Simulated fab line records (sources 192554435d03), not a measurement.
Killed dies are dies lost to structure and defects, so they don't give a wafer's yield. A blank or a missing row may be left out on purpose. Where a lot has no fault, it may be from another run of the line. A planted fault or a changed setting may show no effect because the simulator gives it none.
fab line records	flow n5-finfet
[record] lots = 24	wafers = 72	last-day = 18
route steps=1938 shown BEOL_M13@1691 BEOL_M14@1762 BEOL_M15@1773
lots that met no fault: from a run of the same line without faults
start-h: hours from the record's first day to the start of the lot's first wafer shown	wait-h: hours since the lot's step before	" repeats the value in the row above	L1.1+2: several wafers, shown together as one row	- no value present, or no start provided	* or withheld: withheld	< > ~ a bound
route shown NAME@n: NAME is a module with steps in the file, n the number in the route of the first one	usual: average and standard deviation across the fault-free wafers	same: alike in all rows	chamber/n: place in a boat	sites: per-site readings	_std_site: their standard deviation	_edge_site: mean of outer sites minus mean of inner sites	radius-mm: how far each site lies from the wafer's centre	mask NAME#n: copy n	behind: the last tool/chamber to shape the wafer	hold: why the lot was held/for how many hours/how that ended	device: which transistor (n, p or np) failed to switch	end of line: the tests these same wafers got at the end of their route	where a step has no rows: the recipe by itself	killed: at the first sort, the dies lost to defects and structure; wafer yield is something else	map: a wafer's dies, x killed, . not, _ none there
set.NAME: the setting as run; set.NAME@STEP: as run at that earlier step	model.NAME: the simulator's own value behind a step, which no gauge read
one table for each step of the route and one row for each wafer, over a sample of lots
services: from which hour (start-h, from the record's first day; less than 0 if before it) a tool's chamber was out of use, for how many hours, and why
[[steps]]
[step N5_BEOL_M13_INSPECT_30]
[recipe] mode = adi	inspect-instrument = macro
[usual] raw-defect-count = 2.2/1.5
lot.wafer	tool	chamber	start-h	wait-h	raw-defect-count
L074.3	defect-inspect-01	-	278.66	0.0	0
L074.4	"	-	"	"	6
L074.5	"	-	"	"	0
L075.3	defect-inspect-02	-	279.96	0.0	2
L075.4	"	-	"	"	3
L075.6	"	-	"	"	4
L076.1	defect-inspect-02	-	283.27	0.0	1
L076.2	"	-	"	"	2
L076.5	"	-	"	"	6
L079.1	defect-inspect-02	-	283.71	0.0	1
L079.3	"	-	"	"	2
L079.5	"	-	"	"	6
L082.1	defect-inspect-02	-	293.72	0.0	2
L082.4	"	-	"	"	1
L082.5	"	-	"	"	1
L081.1	defect-inspect-01	-	295.39	0.0	3
L081.3	"	-	"	"	2
L081.6	"	-	"	"	1
L077.1	defect-inspect-01	-	296.48	0.0	3
L077.3	"	-	"	"	2
L077.6	"	-	"	"	2
L080.1	defect-inspect-02	-	300.61	0.0	2
L080.4	"	-	"	"	0
L080.5	"	-	"	"	2
L078.1	defect-inspect-02	-	320.13	0.0	4
L078.4	"	-	"	"	4
L078.5	"	-	"	"	3
L084.2	defect-inspect-01	-	326.79	0.0	3
L084.5	"	-	"	"	0
L084.6	"	-	"	"	3
L083.3	defect-inspect-01	-	329.40	0.0	2
L083.5	"	-	"	"	2
L083.6	"	-	"	"	0
L086.2	defect-inspect-02	-	329.44	0.0	2
L086.3	"	-	"	"	2
L086.6	"	-	"	"	4
L085.2	defect-inspect-01	-	329.47	0.0	2
L085.3	"	-	"	"	4
L085.5	"	-	"	"	2
L089.1	defect-inspect-02	-	350.52	0.0	2
L089.3	"	-	"	"	1
L089.5	"	-	"	"	1
L088.1	defect-inspect-02	-	351.91	0.0	2
L088.2	"	-	"	"	1
L088.3	"	-	"	"	0
L087.3	defect-inspect-02	-	353.44	0.0	1
L087.4	"	-	"	"	1
L087.5	"	-	"	"	3
L090.1	defect-inspect-02	-	359.08	0.0	2
L090.2	"	-	"	"	2
L090.6	"	-	"	"	2
L091.1	defect-inspect-02	-	369.73	0.0	3
L091.4	"	-	"	"	1
L091.5	"	-	"	"	3
L092.2	defect-inspect-02	-	373.79	0.1	0
L092.4	"	-	"	"	3
L092.6	"	-	"	"	3
L094.1	defect-inspect-01	-	374.24	0.0	4
L094.2	"	-	"	"	7
L094.4	"	-	"	"	0
L093.2	defect-inspect-02	-	377.18	0.0	2
L093.3	"	-	"	"	1
L093.6	"	-	"	"	2
L095.4	defect-inspect-01	-	391.82	0.0	3
L095.5	"	-	"	"	3
L095.6	"	-	"	"	5
L096.1	defect-inspect-02	-	399.41	0.0	3
L096.3	"	-	"	"	4
L096.5	"	-	"	"	0
L097.2	defect-inspect-01	-	403.77	0.0	1
L097.3	"	-	"	"	2
L097.6	"	-	"	"	3
[step N5_BEOL_M13_ANNEAL_48]
[recipe] temp-c = 225	time-s = 90	ambient = N2
[usual] anneal-temp-c = 224.98/0.15	wafer_temp_C_max = 226.5/0.47
lot.wafer	tool	chamber	start-h	wait-h	anneal-temp-c	wafer_temp_C_max
L074.3	rtp-anneal-01	0	282.58	0.2	224.78	227.1
L074.4	"	0	"	"	224.90	227.1
L074.5	"	0	"	"	225.09	227.5
L075.3	rtp-anneal-01	0	283.75	0.7	224.84	226.4
L075.4	"	0	"	"	224.89	226.4
L075.6	"	0	"	"	224.72	226.3
L076.1	rtp-anneal-01	0	285.48	0.1	225.09	226.5
L076.2	"	0	"	"	225.07	227.1
L076.5	"	0	"	"	225.09	226.6
L079.1	rtp-anneal-02	0	285.96	0.1	224.98	226.4
L079.3	"	0	"	"	225.01	226.2
L079.5	"	0	"	"	224.72	226.5
L082.1	rtp-anneal-02	0	300.09	0.1	224.80	226.2
L082.4	"	0	"	"	225.01	226.1
L082.5	"	0	"	"	224.84	225.9
L081.1	rtp-anneal-01	0	300.95	0.4	225.06	226.7
L081.3	"	0	"	"	225.04	226.9
L081.6	"	0	"	"	225.15	226.9
L077.1	rtp-anneal-02	0	301.76	0.8	225.07	225.8
L077.3	"	0	"	"	224.77	225.8
L077.6	"	0	"	"	225.01	225.9
L080.1	rtp-anneal-01	0	311.39	0.3	224.82	226.7
L080.4	"	0	"	"	225.00	226.4
L080.5	"	0	"	"	224.98	226.3
L078.1	rtp-anneal-01	0	323.59	0.1	225.06	226.1
L078.4	"	0	"	"	224.97	227.6
L078.5	"	0	"	"	225.21	227.0
L084.2	rtp-anneal-01	0	329.81	0.2	224.94	227.6
L084.5	"	0	"	"	224.95	227.0
L084.6	"	0	"	"	225.12	226.6
L083.3	rtp-anneal-01	0	333.30	0.2	225.01	226.5
L083.5	"	0	"	"	224.99	226.8
L083.6	"	0	"	"	224.93	226.3
L086.2	rtp-anneal-01	0	337.69	0.2	224.92	226.5
L086.3	"	0	"	"	225.03	226.5
L086.6	"	0	"	"	224.89	226.8
L085.2	rtp-anneal-02	0	340.41	0.2	224.80	226.0
L085.3	"	0	"	"	224.79	226.4
L085.5	"	0	"	"	224.64	226.5
L089.1	rtp-anneal-02	0	357.76	1.1	225.08	226.1
L089.3	"	0	"	"	224.92	226.7
L089.5	"	0	"	"	225.04	226.6
L088.1	rtp-anneal-01	0	358.02	1.3	225.30	226.7
L088.2	"	0	"	"	224.92	227.0
L088.3	"	0	"	"	224.80	226.9
L087.3	rtp-anneal-02	0	359.50	0.2	225.17	226.0
L087.4	"	0	"	"	224.84	226.3
L087.5	"	0	"	"	225.02	226.2
L090.1	rtp-anneal-02	0	361.21	0.2	224.96	226.4
L090.2	"	0	"	"	225.06	225.8
L090.6	"	0	"	"	224.86	225.7
L091.1	rtp-anneal-01	0	373.45	0.1	225.12	226.6
L091.4	"	0	"	"	224.90	227.3
L091.5	"	0	"	"	225.13	226.8
L092.2	rtp-anneal-02	0	379.21	0.2	224.75	225.9
L092.4	"	0	"	"	224.81	226.0
L092.6	"	0	"	"	224.82	226.2
L094.1	rtp-anneal-02	0	379.70	0.3	224.89	225.8
L094.2	"	0	"	"	224.95	226.1
L094.4	"	0	"	"	224.91	226.7
L093.2	rtp-anneal-02	0	381.34	0.2	224.91	226.1
L093.3	"	0	"	"	224.95	226.1
L093.6	"	0	"	"	224.76	226.0
L095.4	rtp-anneal-01	0	395.16	0.2	224.93	228.0
L095.5	"	0	"	"	224.90	227.3
L095.6	"	0	"	"	225.04	227.1
L096.1	rtp-anneal-02	0	402.94	0.1	224.80	226.4
L096.3	"	0	"	"	225.03	226.4
L096.5	"	0	"	"	224.95	225.6
L097.2	rtp-anneal-01	0	406.77	0.2	225.18	226.4
L097.3	"	0	"	"	225.14	226.8
L097.6	"	0	"	"	225.27	227.1
[step N5_BEOL_M13_CMP_49]
[recipe] stop-on = SiOC	t-overpolish-s = 17.1	down-force-psi = 1	platen-rpm = 50	clearing-platen-down-force-psi = 1.5	clearing-platen-rpm = 50	post-cmp-clean = cu-alkaline	target-thk-nm = 420	clearing-platen-pad-velocity-m-s = 0.99484	pad-velocity-m-s = 0.99484
[usual] barrier-field-endpoint-s = 30.0/0.75	motor-current-A = 6.0/0.72	overpolish-run-s = 17.100/0.0075	slurry-flow-ml-min = 150.0/0.49
lot.wafer	tool	chamber	start-h	wait-h	barrier-field-endpoint-s	motor-current-A	overpolish-run-s	slurry-flow-ml-min
L074.3	cmp-04	2	282.82	0.2	30.4	5.2	17.091	150.0
L074.4	"	3	"	"	29.7	6.7	17.104	149.8
L074.5	"	2	"	"	29.1	4.9	17.083	150.3
L075.3	cmp-04	0	284.16	0.4	29.0	5.1	17.087	149.0
L075.4	"	2	"	"	30.4	4.9	17.099	150.2
L075.6	"	3	"	"	30.6	6.6	17.101	150.1
L076.1	cmp-02	0	285.77	0.3	31.6	6.0	17.115	149.4
L076.2	"	1	"	"	30.6	5.4	17.101	150.0
L076.5	"	1	"	"	30.4	5.7	17.097	150.2
L079.1	cmp-04	2	286.29	0.3	30.3	5.3	17.102	149.5
L079.3	"	0	"	"	29.0	5.1	17.093	150.0
L079.5	"	1	"	"	29.1	5.9	17.090	150.3
L082.4	cmp-04	2	300.39	0.1	31.6	5.2	17.109	150.2
L082.1	"	1	"	"	29.6	6.1	17.102	150.7
L082.5	"	2	"	"	31.6	5.1	17.097	149.9
L081.3	cmp-03	2	301.32	0.2	30.2	6.3	17.100	150.6
L081.1	"	3	"	"	30.2	5.2	17.096	149.7
L081.6	"	0	"	"	31.0	6.9	17.103	150.8
L077.3	cmp-02	2	302.13	0.2	30.0	6.6	17.105	150.8
L077.1	"	3	"	"	30.5	6.2	17.089	150.2
L077.6	"	0	"	"	31.8	6.1	17.101	150.6
L080.4	cmp-03	1	311.69	0.1	28.6	7.1	17.102	149.8
L080.1	"	2	"	"	29.6	6.2	17.102	150.1
L080.5	"	2	"	"	29.7	6.5	17.106	150.0
L078.1	cmp-04	1	323.94	0.3	29.8	5.9	17.099	150.6
L078.4	"	2	"	"	30.4	5.1	17.103	149.8
L078.5	"	1	"	"	29.1	6.4	17.107	150.8
L084.2	cmp-04	2	330.06	0.2	31.4	5.1	17.109	150.0
L084.6	"	2	"	"	30.7	5.1	17.094	150.1
L084.5	"	3	"	"	30.9	7.1	17.104	150.0
L083.3	cmp-04	3	333.59	0.2	31.2	7.1	17.108	150.0
L083.6	"	1	"	"	29.3	5.9	17.106	149.0
L083.5	"	2	"	"	31.7	5.1	17.098	149.3
L086.3	cmp-04	2	337.94	0.2	29.7	5.2	17.103	149.8
L086.2	"	3	"	"	30.4	7.5	17.095	148.6
L086.6	"	3	"	"	29.9	6.7	17.082	149.1
L085.3	cmp-04	1	340.89	0.3	29.8	5.8	17.097	150.1
L085.2	"	0	"	"	30.3	5.2	17.090	150.5
L085.5	"	2	"	"	31.0	5.3	17.101	148.7
L089.1	cmp-03	1	358.15	0.3	29.8	6.9	17.100	150.0
L089.3	"	2	"	"	30.0	6.1	17.091	150.7
L089.5	"	3	"	"	29.6	5.6	17.096	149.4
L088.3	cmp-02	1	358.36	0.2	29.5	5.6	17.104	149.9
L088.2	"	2	"	"	29.5	6.2	17.109	150.5
L088.1	"	3	"	"	29.0	6.4	17.114	149.6
L087.3	cmp-03	0	359.91	0.4	30.5	6.7	17.108	149.3
L087.4	"	1	"	"	29.0	6.9	17.103	150.1
L087.5	"	3	"	"	29.8	5.5	17.109	149.5
L090.1	cmp-03	3	361.51	0.3	28.7	5.7	17.101	149.9
L090.2	"	1	"	"	29.2	7.3	17.088	149.9
L090.6	"	3	"	"	29.7	5.3	17.106	149.6
L091.1	cmp-02	3	373.82	0.3	28.9	6.5	17.084	150.1
L091.4	"	0	"	"	30.8	6.2	17.101	149.4
L091.5	"	1	"	"	29.0	5.5	17.117	150.0
L092.2	cmp-03	0	379.46	0.2	30.4	6.7	17.099	150.3
L092.4	"	1	"	"	29.9	7.3	17.102	149.4
L092.6	"	1	"	"	30.5	7.4	17.098	149.9
L094.4	cmp-03	1	380.00	0.1	28.9	6.9	17.101	149.7
L094.1	"	3	"	"	29.3	5.7	17.097	150.9
L094.2	"	0	"	"	29.5	7.1	17.102	150.3
L093.3	cmp-02	0	381.59	0.2	30.3	6.3	17.103	149.1
L093.2	"	3	"	"	29.9	6.5	17.103	150.1
L093.6	"	0	"	"	30.4	5.9	17.099	149.0
L095.4	cmp-02	1	395.43	0.2	29.9	5.5	17.091	150.3
L095.6	"	2	"	"	31.1	6.4	17.103	149.5
L095.5	"	3	"	"	30.2	6.2	17.103	149.2
L096.3	cmp-04	2	403.24	0.2	31.1	5.4	17.095	150.0
L096.1	"	1	"	"	29.5	6.0	17.077	150.3
L096.5	"	3	"	"	30.4	6.7	17.106	149.9
L097.2	cmp-02	0	407.03	0.2	30.3	6.0	17.098	150.3
L097.3	"	2	"	"	30.5	6.5	17.096	150.2
L097.6	"	0	"	"	29.5	6.4	17.085	150.4
[step N5_BEOL_M14_SPUTTER_43]
[recipe] material = TaN	target-thk-a = 150	temp-c = 50	bias-v = 168.6	power-w = 15000	chamber-pressure-pa = 0.12	time-s = 24.19
[usual] throttle-valve-pct = 30.1/1.4
lot.wafer	tool	chamber	start-h	wait-h	throttle-valve-pct
L074.3	pvd-sputter-01	-	289.41	0.0	30.7
L074.4	"	-	"	"	28.8
L074.5	"	-	"	"	30.4
L075.3	pvd-sputter-01	-	293.17	0.0	28.8
L075.4	"	-	"	"	31.1
L075.6	"	-	"	"	29.6
L076.1	pvd-sputter-02	-	295.97	0.0	31.3
L076.2	"	-	"	"	29.9
L076.5	"	-	"	"	30.1
L079.1	pvd-sputter-01	-	296.55	0.0	28.8
L079.3	"	-	"	"	29.8
L079.5	"	-	"	"	28.8
L082.1	pvd-sputter-03	-	307.93	0.0	30.2
L082.4	"	-	"	"	27.3
L082.5	"	-	"	"	27.5
L077.1	pvd-sputter-03	-	309.01	0.0	29.5
L077.3	"	-	"	"	33.6
L077.6	"	-	"	"	27.4
L081.1	pvd-sputter-03	-	311.75	0.0	30.1
L081.3	"	-	"	"	33.8
L081.6	"	-	"	"	29.5
L080.1	pvd-sputter-03	-	323.18	0.0	29.6
L080.4	"	-	"	"	27.2
L080.5	"	-	"	"	30.1
L078.1	pvd-sputter-01	-	326.85	0.0	30.7
L078.4	"	-	"	"	29.2
L078.5	"	-	"	"	28.6
L084.2	pvd-sputter-02	-	335.07	0.0	30.5
L084.5	"	-	"	"	30.0
L084.6	"	-	"	"	29.4
L083.3	pvd-sputter-02	-	340.09	0.0	30.9
L083.5	"	-	"	"	31.0
L083.6	"	-	"	"	30.4
L086.2	pvd-sputter-03	-	343.04	0.0	27.3
L086.3	"	-	"	"	29.4
L086.6	"	-	"	"	27.5
L085.2	pvd-sputter-01	-	344.62	0.0	31.0
L085.3	"	-	"	"	30.5
L085.5	"	-	"	"	30.6
L089.1	pvd-sputter-02	-	363.13	0.0	30.0
L089.3	"	-	"	"	31.1
L089.5	"	-	"	"	30.9
L088.1	pvd-sputter-02	-	363.97	0.0	29.7
L088.2	"	-	"	"	31.3
L088.3	"	-	"	"	29.9
L087.3	pvd-sputter-02	-	366.53	0.0	31.1
L087.4	"	-	"	"	29.4
L087.5	"	-	"	"	29.5
L090.1	pvd-sputter-01	-	374.03	0.0	31.1
L090.2	"	-	"	"	28.6
L090.6	"	-	"	"	31.1
L091.1	pvd-sputter-03	-	383.38	0.0	30.1
L091.4	"	-	"	"	33.6
L091.5	"	-	"	"	29.6
L092.2	pvd-sputter-02	-	383.41	0.0	30.2
L092.4	"	-	"	"	30.4
L092.6	"	-	"	"	30.8
L094.1	pvd-sputter-03	-	383.82	0.0	30.1
L094.2	"	-	"	"	27.3
L094.4	"	-	"	"	29.6
L093.2	pvd-sputter-01	-	386.53	0.0	28.7
L093.3	"	-	"	"	30.9
L093.6	"	-	"	"	28.7
L095.4	pvd-sputter-02	-	399.28	0.0	30.0
L095.5	"	-	"	"	31.2
L095.6	"	-	"	"	30.6
L096.1	pvd-sputter-01	-	410.06	0.0	28.9
L096.3	"	-	"	"	31.3
L096.5	"	-	"	"	30.8
L097.2	pvd-sputter-03	-	411.59	0.0	30.0
L097.3	"	-	"	"	33.6
L097.6	"	-	"	"	30.1
[step N5_BEOL_M15_ILD_DEP_00]
[recipe] material = SiO2	target-thk-a = 16293	temp-c = 400	precursor = TEOS/O2	pressure-torr = 6.5	rf-w = 900	teos-flow-sccm = 161.4	gas = O2	flow-sccm = 2650	time-s = 346.1
[usual] heater-power-w = 529/110	showerhead-plenum-p-Torr = 8.33/0.043	showerhead-vpp-V = 1849/120	throttle-valve-pct = 18.6/0.56
lot.wafer	tool	chamber	start-h	wait-h	heater-power-w	showerhead-plenum-p-Torr	showerhead-vpp-V	throttle-valve-pct
L074.3	pecvd-04	1	290.66	0.0	707	8.26	1888	18.0
L074.4	"	0	"	"	853	8.42	1818	19.2
L074.5	"	1	"	"	536	8.29	1896	17.8
L075.3	pecvd-02	0	294.62	0.0	419	8.38	2017	18.6
L075.4	"	1	"	"	620	8.33	2068	19.0
L075.6	"	0	"	"	512	8.36	1979	18.5
L076.1	pecvd-01	2	297.22	0.0	434	8.31	1818	17.8
L076.2	"	0	"	"	522	8.24	1878	18.4
L076.5	"	2	"	"	500	8.31	1803	17.8
L079.1	pecvd-02	2	297.83	0.0	508	8.37	1667	18.1
L079.3	"	2	"	"	409	8.36	1645	18.5
L079.5	"	2	"	"	501	8.39	1679	18.2
L082.1	pecvd-02	1	309.22	0.0	503	8.33	2102	19.3
L082.4	"	2	"	"	535	8.39	1671	18.2
L082.5	"	1	"	"	622	8.34	2098	18.7
L077.1	pecvd-04	2	310.31	0.0	581	8.34	1762	18.3
L077.3	"	1	"	"	645	8.29	1867	17.7
L077.6	"	2	"	"	553	8.37	1783	18.6
L081.1	pecvd-04	0	313.00	0.0	672	8.41	1832	18.7
L081.3	"	0	"	"	807	8.38	1842	18.7
L081.6	"	0	"	"	662	8.39	1826	19.1
L080.1	pecvd-01	2	324.43	0.0	478	8.28	1801	17.8
L080.4	"	1	"	"	500	8.35	1715	19.3
L080.5	"	0	"	"	529	8.27	1873	18.5
L078.1	pecvd-02	1	328.27	0.0	629	8.34	2084	19.0
L078.4	"	2	"	"	536	8.37	1671	18.4
L078.5	"	0	"	"	505	8.34	2002	18.6
L084.2	pecvd-02	1	336.32	0.0	549	8.32	2081	19.3
L084.5	"	0	"	"	524	8.35	2022	18.5
L084.6	"	2	"	"	532	8.36	1687	18.4
L083.3	pecvd-04	1	341.95	0.0	641	8.28	1859	17.8
L083.5	"	2	"	"	452	8.37	1774	18.2
L083.6	"	1	"	"	546	8.29	1876	17.8
L086.2	pecvd-01	1	344.31	0.0	390	8.33	1722	19.6
L086.3	"	2	"	"	533	8.31	1798	18.0
L086.6	"	1	"	"	480	8.35	1711	19.5
L085.2	pecvd-04	1	345.89	0.0	534	8.30	1873	18.1
L085.3	"	2	"	"	562	8.35	1775	18.3
L085.5	"	0	"	"	805	8.40	1813	18.8
L089.1	pecvd-01	0	364.38	0.0	457	8.26	1877	18.7
L089.3	"	2	"	"	450	8.29	1827	17.9
L089.5	"	0	"	"	532	8.26	1869	18.6
L088.1	pecvd-01	1	365.22	0.0	502	8.34	1744	19.5
L088.2	"	2	"	"	507	8.31	1810	17.9
L088.3	"	0	"	"	475	8.28	1885	18.5
L087.3	pecvd-01	0	367.80	0.0	509	8.28	1842	18.6
L087.4	"	2	"	"	383	8.28	1808	17.6
L087.5	"	1	"	"	396	8.33	1714	19.3
L090.1	pecvd-02	0	375.28	0.0	456	8.35	2024	18.7
L090.2	"	1	"	"	606	8.33	2084	19.2
L090.6	"	1	"	"	657	8.32	2116	18.9
L091.1	pecvd-01	1	384.72	0.0	408	8.36	1716	19.6
L091.4	"	2	"	"	389	8.29	1783	17.8
L091.5	"	0	"	"	541	8.28	1907	18.7
L092.2	pecvd-04	0	384.76	0.0	739	8.40	1859	19.0
L092.4	"	1	"	"	675	8.28	1894	17.8
L092.6	"	0	"	"	826	8.39	1878	19.1
L094.1	pecvd-02	2	385.46	0.0	554	8.39	1658	18.6
L094.2	"	1	"	"	617	8.33	2070	19.1
L094.4	"	1	"	"	525	8.33	2089	19.0
L093.2	pecvd-01	2	387.79	0.0	524	8.30	1828	17.9
L093.3	"	1	"	"	484	8.31	1748	19.2
L093.6	"	2	"	"	385	8.32	1815	17.8
L095.4	pecvd-04	2	400.67	0.1	449	8.37	1802	18.2
L095.5	"	1	"	"	684	8.29	1879	18.0
L095.6	"	0	"	"	812	8.40	1797	19.1
L096.1	pecvd-01	0	411.40	0.0	463	8.29	1906	18.4
L096.3	"	1	"	"	450	8.31	1710	19.8
L096.5	"	0	"	"	546	8.27	1848	18.9
L097.2	pecvd-02	1	412.86	0.0	603	8.34	2130	19.1
L097.3	"	0	"	"	545	8.36	1972	18.4
L097.6	"	0	"	"	400	8.36	1996	18.6
[step N5_BEOL_M15_CD_MEAS_10]
[recipe] target-cd-nm = 360	landing-energy-ev = 500	detector = se-inlens	polarity = opening
[usual] cd-nm = 359.3/1.6
lot.wafer	tool	chamber	start-h	wait-h	cd-nm
L074.3	cd-sem-03	0	291.35	-	359.0
L074.4	"	0	"	"	355.8
L074.5	"	0	"	"	361.1
L075.3	cd-sem-03	0	295.30	-	361.1
L075.4	"	0	"	"	359.7
L075.6	"	0	"	"	360.5
L076.1	cd-sem-02	0	297.90	-	357.8
L076.2	"	0	"	"	360.1
L076.5	"	0	"	"	359.1
L079.1	cd-sem-03	0	298.62	-	358.7
L079.3	"	0	"	"	361.7
L079.5	"	0	"	"	358.9
L082.1	cd-sem-03	0	309.90	-	360.1
L082.4	"	0	"	"	359.7
L082.5	"	0	"	"	357.5
L077.1	cd-sem-01	0	310.97	-	359.2
L077.3	"	0	"	"	360.8
L077.6	"	0	"	"	355.7
L081.1	cd-sem-01	0	313.66	-	359.9
L081.3	"	0	"	"	358.4
L081.6	"	0	"	"	355.9
L080.1	cd-sem-02	0	324.98	-	357.9
L080.4	"	0	"	"	361.1
L080.5	"	0	"	"	359.0
L078.1	cd-sem-03	0	328.95	-	360.3
L078.4	"	0	"	"	361.8
L078.5	"	0	"	"	363.0
L084.2	cd-sem-02	0	337.00	-	359.8
L084.5	"	0	"	"	357.9
L084.6	"	0	"	"	358.5
L083.3	cd-sem-01	0	342.63	-	360.6
L083.5	"	0	"	"	358.7
L083.6	"	0	"	"	360.9
L086.2	cd-sem-03	0	344.99	-	361.2
L086.3	"	0	"	"	358.3
L086.6	"	0	"	"	360.2
L085.2	cd-sem-02	0	346.44	-	360.1
L085.3	"	0	"	"	360.9
L085.5	"	0	"	"	359.3
L089.1	cd-sem-01	0	365.06	-	359.2
L089.3	"	0	"	"	356.9
L089.5	"	0	"	"	356.9
L088.1	cd-sem-03	0	365.90	-	358.3
L088.2	"	0	"	"	356.7
L088.3	"	0	"	"	360.3
L087.3	cd-sem-03	0	368.35	-	358.3
L087.4	"	0	"	"	359.8
L087.5	"	0	"	"	357.4
L090.1	cd-sem-01	0	375.83	-	361.3
L090.2	"	0	"	"	358.9
L090.6	"	0	"	"	358.4
L091.1	cd-sem-02	0	385.28	-	360.1
L091.4	"	0	"	"	361.1
L091.5	"	0	"	"	361.0
L092.2	cd-sem-01	0	385.31	-	360.4
L092.4	"	0	"	"	360.6
L092.6	"	0	"	"	361.3
L094.1	cd-sem-01	0	386.01	-	360.5
L094.2	"	0	"	"	360.4
L094.4	"	0	"	"	359.9
L093.2	cd-sem-01	0	388.35	-	360.0
L093.3	"	0	"	"	358.6
L093.6	"	0	"	"	360.4
L095.4	cd-sem-03	0	401.25	-	358.4
L095.5	"	0	"	"	360.6
L095.6	"	0	"	"	361.5
L096.1	cd-sem-03	0	412.07	-	361.5
L096.3	"	0	"	"	357.0
L096.5	"	0	"	"	357.8
L097.2	cd-sem-02	0	413.54	-	359.3
L097.3	"	0	"	"	361.1
L097.6	"	0	"	"	361.6
[[services]]
tool	chamber	start-h	hours	kind
cmp-03	-	267.84	23.6	repair
pecvd-02	1	295.80	5.9	repair
pecvd-04	0	308.86	2.1	scheduled-down
cmp-02	-	338.94	2.4	repair
cmp-02	-	346.39	0.6	repair
pvd-sputter-01	-	352.83	2.6	repair
cmp-02	-	355.98	1.0	repair
pecvd-04	-	357.00	0.6	repair
cmp-04	-	357.06	31.8	repair
cmp-04	-	393.24	1.4	repair
cmp-02	-	401.63	3.3	repair
pecvd-04	2	407.05	2.1	scheduled-down
cmp-02	-	408.63	4.0	pm
pecvd-04	-	409.16	0.5	repair
pecvd-01	-	411.66	1.6	repair
cmp-02	-	412.63	-	consumable-replace:conditioner
cmp-02	-	412.63	-	consumable-replace:pad
[[key]]
fault none
